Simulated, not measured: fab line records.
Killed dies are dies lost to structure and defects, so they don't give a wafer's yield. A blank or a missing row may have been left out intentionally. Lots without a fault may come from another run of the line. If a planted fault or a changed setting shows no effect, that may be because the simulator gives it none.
The same fault as seen by 2 desks -- flow nandHarc -- every desk sees just its own numbers, and what lay behind them comes last

## THE DEFECT DESK
Counts from the inspections along the route, per lot, as means over the sampled wafers that have a number. Marked OUT: a lot whose mean sits more than 4 standard deviations from the usual mean, which makes it out of limits; the brackets give that distance.
Columns: A = rawDefectCount at NHARC_P_M1_INSPECT_27, usual 262
lot,first seen here,A
L375,day 6 14:50,184
L376,day 7 04:53,389
L377,day 7 14:49,257
L379,day 8 12:58,257
L381,day 9 08:40,290
L384,day 10 08:49,187
L389,day 12 22:29,393
L390,day 13 04:50,224
L391,day 13 09:57,197
L392,day 13 15:30,193
L393,day 14 04:06,323
L394,day 14 16:24,345
L395,day 14 19:59,181
L396,day 15 06:26,310
Finding of this desk: none of the 14 lots has anything out of limits.

## METROLOGY DESK
What the gauges read, lot by lot, whatever tool the lot ran on: means of the sampled wafers that have a number. Marked OUT: a lot whose mean sits more than 4 standard deviations from the usual mean, which makes it out of limits; the brackets give that distance.
Columns: A = cdNm at NHARC_P_M2_CD_MEAS_16, usual 170.3 nm
lot,first seen here,A
L375,day 6 16:52,169.7
L376,day 7 06:47,169.5
L377,day 7 16:42,171.0
L379,day 8 14:52,170.0
L381,day 9 10:33,169.7
L384,day 10 10:35,170.6
L389,day 13 00:17,170.6
L390,day 13 06:46,170.0
L391,day 13 11:46,170.3
L392,day 13 17:25,171.5
L393,day 14 06:02,171.2
L394,day 14 18:28,170.1
L395,day 14 22:25,169.7
L396,day 15 08:20,170.6
Finding of this desk: none of the 14 lots has anything out of limits.

## TAKEN TOGETHER
Nothing the defect desk looked at was out of limits.
The metrology desk saw nothing out of limits.

## WHAT HAD BEEN PUT IN BY THE SIMULATOR
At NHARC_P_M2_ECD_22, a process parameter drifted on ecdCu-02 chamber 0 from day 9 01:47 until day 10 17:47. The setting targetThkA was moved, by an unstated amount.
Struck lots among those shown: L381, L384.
